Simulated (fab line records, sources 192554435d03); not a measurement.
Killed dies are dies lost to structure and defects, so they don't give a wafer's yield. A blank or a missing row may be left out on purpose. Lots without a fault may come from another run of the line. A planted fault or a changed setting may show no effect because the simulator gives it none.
Split-lot experiment | flow n5_finfet | 7 lots, 21 wafers read, on a route of 1938 steps

THE SPLIT
At N5_BEOL_M8_ALD_77 (deposits TaN, target thk 2 nm, pulse time 2 s, purge time 3 s), the setting ald_cycles was moved away from the recipe's 40 on 9 of the 21 wafers read, by -12.5% to +15.0%. The other wafers ran this setting at the recipe's value.

The reading is taken at the split's own step.

THE READING
TaN_of_BEOL_M8_ALD_77.thk_nm (the simulator's own value, which no gauge read), in nm, at N5_BEOL_M8_ALD_77 (deposits TaN, target thk 2 nm, pulse time 2 s, purge time 3 s). The file gives no usual value for it.

wafer  | tool, chamber at the split | ald_cycles as run | against the recipe | TaN_of_BEOL_M8_ALD_77.thk_nm, nm | against lot-mates on the recipe
L074.2 | ald_metal-04, 0,3,3        | 40                | recipe             | 2                                | -
L074.3 | ald_metal-04, 0,3,3        | 40                | recipe             | 2                                | -
L074.5 | ald_metal-04, 0,3,3        | 40                | recipe             | 2                                | -
L077.2 | ald_metal-02, 3,1,3        | 40                | recipe             | 2                                | -
L077.3 | ald_metal-02, 3,1,3        | 40                | recipe             | 2                                | -
L077.5 | ald_metal-02, 3,1,3        | 40                | recipe             | 2                                | -
L087.1 | ald_metal-04, 1,0          | 46                | +15.0%             | 2.4                              | +0.4
L087.4 | ald_metal-04, 1,0          | 46                | +15.0%             | 2.4                              | +0.4
L087.2 | ald_metal-04, 3            | 40                | recipe             | 2                                | -
L088.1 | ald_metal-04, 1,0          | 35                | -12.5%             | 1.8                              | -0.2
L088.3 | ald_metal-04, 1,0          | 35                | -12.5%             | 1.8                              | -0.2
L088.5 | ald_metal-04, 0            | 40                | recipe             | 2                                | -
L093.4 | ald_metal-02, 1            | 40                | recipe             | 2                                | -
L093.5 | ald_metal-02, 1            | 40                | recipe             | 2                                | -
L093.6 | ald_metal-02, 2            | 38                | -5.0%              | 2                                | +0.0
L095.2 | ald_metal-02, 0,1          | 37                | -7.5%              | 1.8                              | -0.2
L095.4 | ald_metal-02, 0,1          | 37                | -7.5%              | 1.8                              | -0.2
L095.3 | ald_metal-02, 2            | 40                | recipe             | 2                                | -
L096.1 | ald_metal-02, 3,2          | 35                | -12.5%             | 1.8                              | -0.2
L096.2 | ald_metal-02, 3,2          | 35                | -12.5%             | 1.8                              | -0.2
L096.4 | ald_metal-02, 1            | 40                | recipe             | 2                                | -
Where a row lists several chambers, the file gives one row for several wafers and doesn't say which wafer went through which chamber.

THE FIT
A straight line over all 21 wafers: TaN_of_BEOL_M8_ALD_77.thk_nm changes by +0.0213 nm for each +1% of ald_cycles; r = +0.97; the points scatter about the line by 0.043 nm.
The same after taking each lot's own level away (the mean of its wafers on the recipe; 21 wafers): +0.0213 nm for each +1%; r = +0.97; scatter 0.043 nm.
On that fit, the largest move of ald_cycles shifts the reading by 0.32 nm.
The lots' own levels span 2.00 to 2.00 nm.
So the lot-to-lot level changes the slope little: the two slopes agree.
Check: with one of the wafers moved furthest among these (+15.0%) left out of the fit, the line predicts +0.317 nm for it against its lot-mates. It came out at +0.4 nm against them.

OTHER SPLITS ON THESE WAFERS
These wafers also went through other splits before the reading. Each is held against what the fit with the lots' levels taken away leaves over:
other split on the same wafers | wafers away from the commonest value | r with TaN_of_BEOL_M8_ALD_77.thk_nm (lot level and that fit taken away)
N5_BEOL_M3_EXPOSE_08 dose_mj   | 8                                    | -0.25
N5_BEOL_M4_PECVD_72 time_s     | 3                                    | +0.41
N5_BEOL_M5_COAT_60 spin_rpm    | 6                                    | -0.12
N5_BEOL_M5_ETCH_72 bias_w      | 2                                    | +0.16
N5_BEOL_M5_SPUTTER_48 time_s   | 9                                    | +0.27
N5_BEOL_M7_ETCH_41 source_w    | 5                                    | +0.20

THE FILE'S OWN FIT
TaN_of_BEOL_M8_ALD_77.thk_nm changes by +0.0202 nm for each +1% of ald_cycles, r = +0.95.
